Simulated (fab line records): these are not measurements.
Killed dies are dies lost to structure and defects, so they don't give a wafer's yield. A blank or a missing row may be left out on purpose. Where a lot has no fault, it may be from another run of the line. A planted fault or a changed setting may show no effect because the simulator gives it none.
Which of the tools did it? -- flow nand_harc -- 6 lots, 18 wafers sampled, at 5 steps of a route of 1302

== WHAT THE GAUGES SHOWED, per wafer ==
NHARC_END_SORT_01.
lot,measured,on,killed_at_array
L277,day 28 09:01,prober-02,33 28 32
L280,day 29 16:34,prober-01,65 673 78

== WHAT TOOL EACH LOT RAN ON (gives the tool, then ch and the chambers of the sampled wafers, and finally the start) ==
lot,NHARC_A_STAIRCASE_ETCHBACK_422,NHARC_A_STAIRCASE_CMP_472,NHARC_A_SGD_CUT_ETCH_58,NHARC_A_SLIT_DEP_00
L270,"rie_diel-06 ch 0,1,2, day 20 00:38","cmp-01 ch 0,1,3, day 20 01:43","rie_diel-07 ch 0,1, day 20 03:05","acl_dep-01 ch 0, day 20 13:07"
L277,"rie_diel-13 ch 0,1,2, day 22 10:00","cmp-04 ch 1,2,3, day 22 10:56","rie_diel-09 ch 0,1, day 22 12:10","acl_dep-01 ch 0, day 22 19:55"
L280,"rie_diel-13 ch 1,2,3, day 23 19:40","cmp-04 ch 0,2,3, day 23 20:34","rie_diel-02 ch 0,1,2, day 23 21:58","acl_dep-03 ch 0, day 24 09:18"
L285,"rie_diel-13 ch 0,3, day 25 16:46","cmp-04 ch 0,2, day 25 17:45","rie_diel-09 ch 1,2,3, day 25 19:02","acl_dep-03 ch 0, day 26 03:28"
L290,"rie_diel-13 ch 1,2,3, day 28 18:18","cmp-03 ch 1,2,3, day 28 19:39","rie_diel-07 ch 0,1, day 28 21:01","acl_dep-01 ch 0, day 29 10:47"
L291,"rie_diel-01 ch 0,1,2, day 28 21:35","cmp-03 ch 1,3, day 28 22:39","rie_diel-02 ch 0,1,3, day 29 00:05","acl_dep-02 ch 0, day 29 14:35"
- NHARC_A_STAIRCASE_ETCHBACK_422: etches the open film in CH3F/O2, target depth 40 nm, time 74.286 s.
- NHARC_A_STAIRCASE_CMP_472: polishes SiO2.
- NHARC_A_SGD_CUT_ETCH_58: etches the open film in CF4, target depth 39 nm, time 65 s.
- NHARC_A_SLIT_DEP_00: deposits aC, target thk 6200 nm.

== THE ANSWER, worked out from the rows above alone ==
Rule: usual is defined by the lots themselves. The widest of any qualifying gaps counts: lots, ordered by their means at a reading, are off when they make up no more than a third of the lots, leave a main group of 4 or more, and stand apart from it by 3 or more times the standard deviation of that group's means. The tables above print the reading to a certain number of digits; a main group whose means all agree to those digits is not used. Also off: a lot with no number at a reading for which 4 or more lots have one. All remaining lots with rows at the step are treated as sound.
Nothing can be told from this: no lot is off at any reading shown.

== WHAT THE SIMULATOR PUT IN ==
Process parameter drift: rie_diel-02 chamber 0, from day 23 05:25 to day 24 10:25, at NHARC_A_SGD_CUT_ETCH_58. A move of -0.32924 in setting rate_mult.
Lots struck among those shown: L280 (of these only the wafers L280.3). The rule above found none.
